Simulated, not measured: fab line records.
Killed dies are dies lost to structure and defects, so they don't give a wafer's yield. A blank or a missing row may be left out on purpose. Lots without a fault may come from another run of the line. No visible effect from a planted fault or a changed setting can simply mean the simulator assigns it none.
Which tool was responsible? -- flow n5_finfet -- 12 lots with 36 wafers sampled at 2 steps, on a route of 1938 steps

WHAT THE GAUGES READ, wafer by wafer
N5_BEOL_M5_THK_MEAS_53: measures by xrf.
lot,measured,on,M5_THK (nm)
L075,day 8 23:01,film_metro-02,63.4 61.8 64.5
L077,day 9 12:30,film_metro-01,60.8 61.7 60.5
L079,day 10 11:39,film_metro-01,60.9 62.1 61.0
L080,day 10 15:52,film_metro-02,65.2 60.5 61.3
L083,day 11 00:04,film_metro-01,61.0 59.2 60.3
L085,day 11 17:11,film_metro-02,62.7 61.3 64.5
L087,day 11 21:08,film_metro-02,59.0 63.1 60.3
L088,day 13 02:49,film_metro-02,62.7 61.0 62.2
L093,day 13 09:17,film_metro-02,64.6 61.8 62.9
L094,day 14 09:07,film_metro-02,65.1 59.6 62.5
L095,day 14 20:48,film_metro-01,60.2 62.8 61.1
L097,day 15 04:09,film_metro-01,62.8 64.5 61.4

TOOL THAT RAN EACH LOT (tool first, then ch and the chambers of the sampled wafers, then the start)
lot,N5_BEOL_M5_ANNEAL_89
L075,"pvd_sputter-01, day 8 21:02"
L077,"pvd_sputter-01, day 9 10:41"
L079,"pvd_sputter-03, day 10 09:49"
L080,"pvd_sputter-02, day 10 13:45"
L083,"pvd_sputter-01, day 10 22:16"
L085,"pvd_sputter-01, day 11 14:38"
L087,"pvd_sputter-03, day 11 19:03"
L088,"pvd_sputter-01, day 13 01:01"
L093,"pvd_sputter-01, day 13 06:56"
L094,"pvd_sputter-03, day 14 07:19"
L095,"pvd_sputter-02, day 14 16:29"
L097,"pvd_sputter-03, day 15 02:21"
- N5_BEOL_M5_ANNEAL_89: time 1800 s.

THE ANSWER, worked out from the rows above alone
Rule: what is usual is taken from the lots themselves. The widest of any qualifying gaps counts: lots, ordered by their means at a reading, are off when they make up no more than a third of the lots, leave a main group of 4 or more, and stand apart from it by 3 or more times the standard deviation of that group's means. A main group whose means are all the same, to the digits that the tables above print for the reading, isn't used. Also off: a lot with no number at a reading for which 4 or more lots have one. All remaining lots with rows at the step are treated as sound.
None of the lots is off at any reading shown; this tells nothing.

WHAT THE SIMULATOR PUT IN
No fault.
